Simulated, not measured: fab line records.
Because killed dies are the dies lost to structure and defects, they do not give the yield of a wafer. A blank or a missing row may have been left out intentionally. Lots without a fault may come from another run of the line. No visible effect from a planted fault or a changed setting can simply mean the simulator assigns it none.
Chamber matching ; flow n5Finfet ; N5_BEOL_M0_SAQP_PECVD_04 on pecvd-01 has 3 sister chambers
The step deposits a-Si from SiH4/He, target thk 60 nm, time 60.2 s. 18 wafers are shown with their chamber, then 9 later ones without.

## EACH WAFER AND ITS CHAMBER
wafer;chamber;throttleValvePct (%);showerheadVppV (V);heaterPowerOuterW (W)
L076.1;2;16.2;624;371
L076.3;0;19.4;621;370
L076.4;1;18.7;595;279
L080.1;1;18.5;597;274
L080.3;0;19.3;640;359
L080.5;0;19.5;626;362
L082.1;2;16.4;632;376
L082.5;1;18.7;595;306
L082.6;2;16.4;620;383
L085.2;0;19.4;625;373
L085.4;1;18.8;587;302
L085.6;2;16.1;637;397
L088.1;2;15.9;631;382
L088.4;0;19.4;622;327
L088.6;1;18.8;588;270
L089.2;1;19.0;590;309
L089.3;2;16.0;624;402
L089.5;2;16.2;637;400

SIGNATURES (means of the wafers above)
reading;chamber 0;chamber 1;chamber 2;scatter within a chamber
throttleValvePct;19.400;18.750;16.171;0.157
showerheadVppV;626.80;592.00;629.29;6.29
heaterPowerOuterW;358.20;290.00;387.29;15.9
Rule: a wafer's distance from a chamber is the root of the sum, over the readings, of the square of ((its reading less the chamber's mean) divided by the reading's scatter). The wafer belongs to the nearest chamber; if the next one is less than 2 further off, it can't be placed. The scatter is the square root of a quotient: the sum, over the shown wafers, of each reading's squared deviation from its chamber's mean, divided by wafers minus chambers.

## WAFERS WITHOUT THEIR CHAMBER
wafer;throttleValvePct (%);showerheadVppV (V);heaterPowerOuterW (W)
L090.3;19.4;624;342
L090.4;19.5;622;346
L090.5;18.7;594;315
L093.1;16.0;633;399
L093.4;18.8;585;331
L093.6;19.2;625;322
L097.2;16.4;638;400
L097.3;19.7;625;373
L097.4;16.4;630;407

## WHICH CHAMBER EACH ONE RAN IN
wafer;from the rows above;in truth
L090.3;0;0
L090.4;0;0
L090.5;1;1
L093.1;2;2
L093.4;1;1
L093.6;0;0
L097.2;2;2
L097.3;0;0
L097.4;2;2
Placed correctly: 9 of 9. Can't be placed from these rows: 0. 0 placed wrongly.
